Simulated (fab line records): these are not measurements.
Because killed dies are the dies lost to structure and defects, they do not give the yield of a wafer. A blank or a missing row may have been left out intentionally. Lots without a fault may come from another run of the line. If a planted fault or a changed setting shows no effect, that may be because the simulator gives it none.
Chamber matching -- flow n5Finfet -- 4 sister chambers for N5_HKMG_FIN_ALD_74 on aldHk-02
The step deposits La2O3, target thk 0.5 nm, pulse time 6 s, co reactant pulse time 1 s. 18 wafers are shown with their chamber, then 9 later ones without.

WAFERS, EACH WITH ITS CHAMBER
wafer,chamber,heaterPowerW (W),precursorPulseHeightRel
L075.1,1,405,0.994
L075.2,0,366,1.003
L075.5,0,358,0.993
L076.2,3,378,0.983
L076.5,1,397,0.981
L076.6,2,467,0.970
L081.1,2,467,0.988
L081.2,1,395,0.962
L081.3,3,388,0.999
L081.4,0,357,1.005
L081.5,2,451,0.990
L081.6,3,379,1.002
L082.1,1,414,1.007
L082.2,2,463,0.997
L082.5,2,450,0.957
L087.1,0,358,0.966
L087.2,2,451,1.030
L087.3,3,383,1.029

SIGNATURES (averages over the wafers above)
reading,chamber 0,chamber 1,chamber 2,chamber 3,scatter within a chamber
heaterPowerW,359.75,402.75,458.17,382.00,7.01
precursorPulseHeightRel,0.99175,0.98600,0.98867,1.00325,0.0212
Rule: for a wafer and a chamber, the distance is found by dividing, reading by reading, the gap between the wafer's reading and the chamber's mean by the reading's scatter, squaring, summing and taking the root. The wafer belongs to the nearest chamber; if the next one is less than 2 further off, it can't be placed. The scatter is the square root of a quotient: the sum, over the shown wafers, of each reading's squared deviation from its chamber's mean, divided by wafers minus chambers.

WAFERS WITH NO CHAMBER GIVEN
wafer,heaterPowerW (W),precursorPulseHeightRel
L088.1,350,0.988
L088.4,455,1.012
L088.6,452,1.053
L089.1,405,1.002
L089.2,377,0.998
L089.3,465,0.970
L094.2,436,0.992
L094.3,404,1.026
L094.6,416,0.984

WHICH CHAMBER EACH ONE RAN IN
wafer,from the rows above,in truth
L088.1,0,0
L088.4,2,2
L088.6,2,2
L089.1,1,1
L089.2,can't be placed: 3 or 0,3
L089.3,2,2
L094.2,can't be placed: 2 or 1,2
L094.3,can't be placed: 1 or 3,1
L094.6,1,1
Placed correctly: 6 of 9. Unplaceable from these rows: 3, with the true chamber sitting among the candidates in 3. Number placed wrongly: 0.
